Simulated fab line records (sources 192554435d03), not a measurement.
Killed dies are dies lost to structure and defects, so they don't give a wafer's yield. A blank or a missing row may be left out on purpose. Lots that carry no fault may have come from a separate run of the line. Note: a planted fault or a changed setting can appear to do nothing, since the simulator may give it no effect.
Problem report in the 8D (eight disciplines) form, filled by code -- flow n5-finfet -- the parts of the form that need people (team, actions taken, sign-off) are left out

== 1. THE ISSUE ==
Wafers without a fault read 92.5 nm, standard deviation 0.74; cd-nm at N5_HKMG_FIN_CD_MEAS_12 reads a mean of 103.3 nm on 6 wafers belonging to 2 lots. Measured from the usual mean, that is +15 standard deviations.
The step: target cd 92.8 nm.
Earliest sighting: wafer L849.1 on cd-sem-01 at day 5 17:58. At this step, 27 wafers from 9 lots have a number in the record. Rule for "out", or "out of limits": more than 4 standard deviations from the usual mean. The other wafers with a number count as sound.

== 2. WHAT IT IS; WHAT IT IS NOT ==
question,is,is not
which readings at this step,cd-nm,-
which lots,"L849, L851","L844, L847, L860, L861, L864, L865, L866"
which wafers of those lots,all that have a number,-
read on which gauges,"cd-sem-01, cd-sem-03",cd-sem-02
when,from day 5 17:58,"up to then (6 sound wafers); but 15 sound wafers of L860, L861, L864, L865, L866 came after"

== 3. THE SUSPECTS, EACH WITH WHAT RULES IT OUT ==
Counting: a tool at any process step up to the reading remains a suspect when it ran all the lots that are out and ran no sound lot after the first of those.
- the gauge at N5_HKMG_FIN_CD_MEAS_12 has been ruled out. Those wafers that are out were read across 2 gauges (cd-sem-01, cd-sem-03).
- litho-track-05 at N5_HKMG_FIN_PEB_10 (peb time 60 s): ruled out as a lasting fault. The sound lots L866 went through it after L849, its earliest lot that is out (day 5 17:55).
Left after counting: nothing in the record.

== 4. THE CAUSE (what the simulator had put in) ==
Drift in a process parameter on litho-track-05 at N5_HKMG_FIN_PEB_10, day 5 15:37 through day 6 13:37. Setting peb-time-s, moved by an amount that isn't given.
It was ruled out by counting, in error; the rule expects a fault to strike all lots run on its tool from its start on, and this fault did not.

== 5. THE EFFECT CHAIN, in route order ==
Each row: a reading where the mean over the struck wafers with a number is more than 3 standard deviations away from the usual. Only readings whose record carries a usual standard deviation are examined. hours: median over the lots of the time between each lot's start at the first step of this table that gives one and its start at this step. sigmas: the change, counted in usual standard deviations.
hours,step,reading,usual,on struck wafers,change,sigmas
0,N5_HKMG_FIN_CD_MEAS_12,cd-nm,92.5 nm,103.3,+10.8,+15
Later steps that measure or inspect, where all struck wafers having a row at the step show a number for every such reading and not one has moved that far: N5_BEOL_M4_RC_MEAS_101.

== 6. HOW IT WOULD HAVE BEEN CAUGHT EARLIER ==
2 hours passed between the start of the fault at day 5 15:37 and the first reading out of limits at a measuring or inspecting step in this record, taken at day 5 17:58.
